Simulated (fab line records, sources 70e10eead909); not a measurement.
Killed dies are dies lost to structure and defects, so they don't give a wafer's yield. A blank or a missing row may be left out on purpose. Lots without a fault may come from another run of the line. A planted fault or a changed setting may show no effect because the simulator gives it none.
Which tool did it? | flow nand_harc | 12 lots, 36 wafers sampled, at 5 steps of a route of 1302

WHAT THE GAUGES READ, wafer by wafer
NHARC_P_M0_INSPECT_27. Usual: raw_defect_count 298, standard deviation 120.
lot  | measured     | on                | raw_defect_count | flag
L705 | day 6 04:28  | defect_inspect-02 | 437 288 316      |
L706 | day 6 18:58  | defect_inspect-02 | 247 170 260      |
L708 | day 7 08:15  | defect_inspect-01 | 338 329 255      |
L715 | day 10 12:10 | defect_inspect-01 | 225 208 250      |
L718 | day 11 11:01 | defect_inspect-02 | 211 234 190      |
L721 | day 12 21:41 | defect_inspect-01 | 332 446 462      |
L723 | day 13 15:07 | defect_inspect-01 | 569 318 277      |
L724 | day 14 02:05 | defect_inspect-01 | 233 245 504      |
L725 | day 14 08:54 | defect_inspect-01 | 267 284 171      |
L726 | day 14 21:31 | defect_inspect-02 | 325 172 400      |
L727 | day 15 07:20 | defect_inspect-01 | 198 307 307      |
L728 | day 15 14:29 | defect_inspect-02 | 245 355 261      |

NHARC_END_SORT_01. Usual: defect_limited_yield 91.0 %, standard deviation 2.8; killed_at_array 56, standard deviation 19; killed_at_other 0.6, standard deviation 1; killed_at_periphery 3.9, standard deviation 2.7; killed_dies 61, standard deviation 19; killed_open 3.3, standard deviation 1.9; killed_short 2.4, standard deviation 1.7.
lot  | measured     | on        | defect_limited_yield (%) | killed_at_array | killed_at_other | killed_at_periphery | killed_dies | killed_open | killed_short | flag
L705 | day 24 14:05 | prober-01 | 90.0 92.5 91.1           | 59 46 46        | 0 1 1           | 9 4 13              | 68 51 60    | 4 1 6       | 2 1 3        |
L706 | day 25 09:58 | prober-01 | 95.9 95.3 95.3           | 26 29 26        | 0 1 1           | 2 2 5               | 28 32 32    | 4 1 2       | 0 3 0        |
L708 | day 25 12:58 | prober-02 | 89.7 88.8 91.1           | 68 75 59        | 0 0 0           | 2 1 1               | 70 76 60    | 4 3 2       | 2 4 1        |
L715 | day 28 18:31 | prober-02 | 88.8 86.7 89.8           | 71 87 65        | 2 1 2           | 3 2 2               | 76 90 69    | 2 6 2       | 4 5 0        |
L718 | day 29 11:12 | prober-02 | 91.0 89.5 90.5           | 55 71 58        | 0 0 0           | 6 0 6               | 61 71 64    | 3 4 4       | 1 3 3        |
L721 | day 30 20:13 | prober-02 | 86.9 85.7 87.9           | 85 89 78        | 0 1 0           | 4 7 4               | 89 97 82    | 1 2 3       | 3 3 4        |
L723 | day 31 23:44 | prober-01 | 89.5 92.0 92.5           | 62 49 46        | 1 1 0           | 8 4 5               | 71 54 51    | 5 2 5       | 3 3 0        |
L724 | day 31 22:58 | prober-02 | 90.8 87.9 89.2           | 61 78 68        | 0 0 0           | 1 4 5               | 62 82 73    | 7 4 1       | 2 1 5        |
L725 | day 32 21:01 | prober-02 | 88.3 88.3 87.6           | 78 76 80        | 0 0 0           | 1 3 4               | 79 79 84    | 4 6 2       | 1 2 4        |
L726 | day 32 18:44 | prober-01 | 89.4 92.3 91.4           | 67 48 52        | 1 1 1           | 4 3 5               | 72 52 58    | 5 1 2       | 2 1 4        |
L727 | day 33 03:29 | prober-01 | 90.3 93.5 92.2           | 53 37 50        | 0 2 0           | 13 5 3              | 66 44 53    | 2 3 5       | 6 0 2        |
L728 | day 33 04:50 | prober-02 | 88.9 88.9 87.0           | 69 75 79        | 0 0 0           | 6 0 9               | 75 75 88    | 2 2 3       | 7 6 1        |

WHICH TOOL RAN EACH LOT (tool, then ch and the chambers of the sampled wafers, then the start)
lot  | NHARC_P_M0_ETCH_34                 | NHARC_P_M1_DEVELOP_08             | NHARC_P_M1_ETCH_15
L705 | rie_diel-08 ch 1,2,3, day 6 02:04  | litho_track-06 ch 0, day 6 05:00  | rie_diel-06 ch 0,1,2, day 24 14:05 or earlier
L706 | rie_diel-04 ch 0,2, day 6 16:26    | litho_track-01 ch 0, day 6 20:00  | rie_diel-11 ch 1,2,3, day 25 09:58 or earlier
L708 | rie_diel-04 ch 1,2,3, day 7 05:46  | litho_track-04 ch 0, day 7 09:00  | rie_diel-11 ch 0,1,3, day 25 12:58 or earlier
L715 | rie_diel-04 ch 0,2,3, day 10 09:44 | litho_track-06 ch 0, day 10 13:00 | rie_diel-11 ch 0,1, day 28 18:31 or earlier
L718 | rie_diel-04 ch 1,2,3, day 11 08:06 | litho_track-06 ch 0, day 11 12:00 | rie_diel-07 ch 0,1,3, day 29 11:12 or earlier
L721 | rie_diel-04 ch 0,1,3, day 12 19:18 | litho_track-04 ch 0, day 12 22:00 | rie_diel-11 ch 0,1,3, day 30 20:13 or earlier
L723 | rie_diel-08 ch 0,3, day 13 12:33   | litho_track-01 ch 0, day 13 16:00 | rie_diel-07 ch 2,3, day 31 23:44 or earlier
L724 | rie_diel-10 ch 2,3, day 13 23:35   | litho_track-01 ch 0, day 14 03:00 | rie_diel-11 ch 0,1,3, day 31 22:58 or earlier
L725 | rie_diel-04 ch 0,1,3, day 14 06:32 | litho_track-06 ch 0, day 14 10:00 | rie_diel-07 ch 0,1,3, day 32 21:01 or earlier
L726 | rie_diel-04 ch 0,1,2, day 14 19:07 | litho_track-06 ch 0, day 14 22:00 | rie_diel-07 ch 0,1, day 32 18:44 or earlier
L727 | rie_diel-04 ch 1,2, day 15 04:50   | litho_track-04 ch 0, day 15 08:00 | rie_diel-07 ch 2,3, day 33 03:29 or earlier
L728 | rie_diel-08 ch 1,2, day 15 12:05   | litho_track-06 ch 0, day 15 15:00 | rie_diel-11 ch 1,3, day 33 04:50 or earlier
- NHARC_P_M0_ETCH_34: etches the open film in N2/H2, target depth 40 nm, overetch 12 nm, time 43.94 s.
- NHARC_P_M1_DEVELOP_08: develop time 35 s.
- NHARC_P_M1_ETCH_15: etches the open film in C4F8/Ar, target depth 182.5 nm, time 91.2 s.

WHAT THE TOOLS THEMSELVES READ (means of the sampled wafers that have a number; where no wafer has one, the mark that the record gives instead)
NHARC_P_M0_ETCH_34. Usual: drypump_motor_current_A 5.6 A, standard deviation 0.51; n2_flow_sccm 150.0 sccm, standard deviation 0.5; oes_product_au 1.000 a.u., standard deviation 0.014; rf_vpp_V 430.2 V, standard deviation 2.9; showerhead_plenum_p_Torr 2.03 Torr, standard deviation 0.1; throttle_valve_pct 14.170 %, standard deviation 0.0094.
lot  | tool        | drypump_motor_current_A (A) | n2_flow_sccm (sccm) | oes_product_au (a.u.) | rf_vpp_V (V) | showerhead_plenum_p_Torr (Torr) | throttle_valve_pct (%) | flag
L705 | rie_diel-08 | 5.6                         | 150.0               | 1.002                 | 432.0        | 2.10                            | 14.172                 |
L706 | rie_diel-04 | 6.1                         | 149.5               | 1.025                 | 432.2        | 2.10                            | 14.174                 |
L708 | rie_diel-04 | 5.6                         | 149.6               | 0.989                 | 429.8        | 1.99                            | 14.156                 |
L715 | rie_diel-04 | 5.8                         | 149.7               | 1.000                 | 430.4        | 2.02                            | 14.169                 |
L718 | rie_diel-04 | 5.6                         | 149.7               | 0.999                 | 428.8        | 1.98                            | 14.168                 |
L721 | rie_diel-04 | 5.5                         | 149.5               | 1.006                 | 428.7        | 2.04                            | 14.174                 |
L723 | rie_diel-08 | 5.4                         | 150.4               | 1.010                 | 429.8        | 2.03                            | 14.174                 |
L724 | rie_diel-10 | 5.6                         | 149.6               | 0.999                 | 433.2        | 2.12                            | 14.161                 |
L725 | rie_diel-04 | 5.5                         | 150.0               | 1.008                 | 430.1        | 2.04                            | 14.170                 |
L726 | rie_diel-04 | 5.9                         | 150.5               | 1.006                 | 431.0        | 2.06                            | 14.175                 |
L727 | rie_diel-04 | 6.1                         | 149.9               | 0.998                 | 429.0        | 2.00                            | 14.167                 |
L728 | rie_diel-08 | 5.8                         | 150.3               | 1.009                 | 430.9        | 2.06                            | 14.172                 |

NHARC_P_M1_DEVELOP_08. Usual: developer_temp_C 23.03 C, standard deviation 0.1.
lot  | tool           | developer_temp_C (C) | flag
L705 | litho_track-06 | 23.01                |
L706 | litho_track-01 | 23.21                |
L708 | litho_track-04 | 22.99                |
L715 | litho_track-06 | 23.92                | OFF
L718 | litho_track-06 | 24.02                | OFF
L721 | litho_track-04 | 23.11                |
L723 | litho_track-01 | 23.02                |
L724 | litho_track-01 | 23.10                |
L725 | litho_track-06 | 22.97                |
L726 | litho_track-06 | 22.87                |
L727 | litho_track-04 | 23.03                |
L728 | litho_track-06 | 22.99                |

NHARC_P_M1_ETCH_15. Usual: oes_product_au 0.956 a.u., standard deviation 0.023; rf_vpp_V 441.0 V, standard deviation 2.4.
lot  | tool        | oes_product_au (a.u.) | rf_vpp_V (V) | flag
L705 | rie_diel-06 | 0.925                 | 438.7        |
L706 | rie_diel-11 | 0.975                 | 443.2        |
L708 | rie_diel-11 | 0.964                 | 442.6        |
L715 | rie_diel-11 | 0.966                 | 442.2        |
L718 | rie_diel-07 | 0.967                 | 439.7        |
L721 | rie_diel-11 | 0.989                 | 443.0        |
L723 | rie_diel-07 | 0.975                 | 439.1        |
L724 | rie_diel-11 | 0.934                 | 442.1        |
L725 | rie_diel-07 | 0.969                 | 439.8        |
L726 | rie_diel-07 | 0.961                 | 438.3        |
L727 | rie_diel-07 | 0.981                 | 440.1        |
L728 | rie_diel-11 | 0.940                 | 444.3        |

THE ANSWER, worked out from the rows above alone
Rule: a lot is off if the mean of its wafers that have a number lies more than 3 standard deviations from the usual mean. A lot without any number at a reading at which 4 lots or more have one is off too. The other lots that the step has rows for count as sound. The gauges are gone through in route order, then the tools' own readings, and for those a lot's mean is taken as printed above. The first step at which some lot is off is used, and at that step the reading that is off furthest; a lot without a number counts as furthest.
Off: L715, L718, at NHARC_P_M1_DEVELOP_08 (developer_temp_C).
A tool fits if, at that step or a process step before it, it ran every lot that is off, and no sound lot after the first of them. None of those tried fits.

WHAT THE SIMULATOR HAD PUT IN
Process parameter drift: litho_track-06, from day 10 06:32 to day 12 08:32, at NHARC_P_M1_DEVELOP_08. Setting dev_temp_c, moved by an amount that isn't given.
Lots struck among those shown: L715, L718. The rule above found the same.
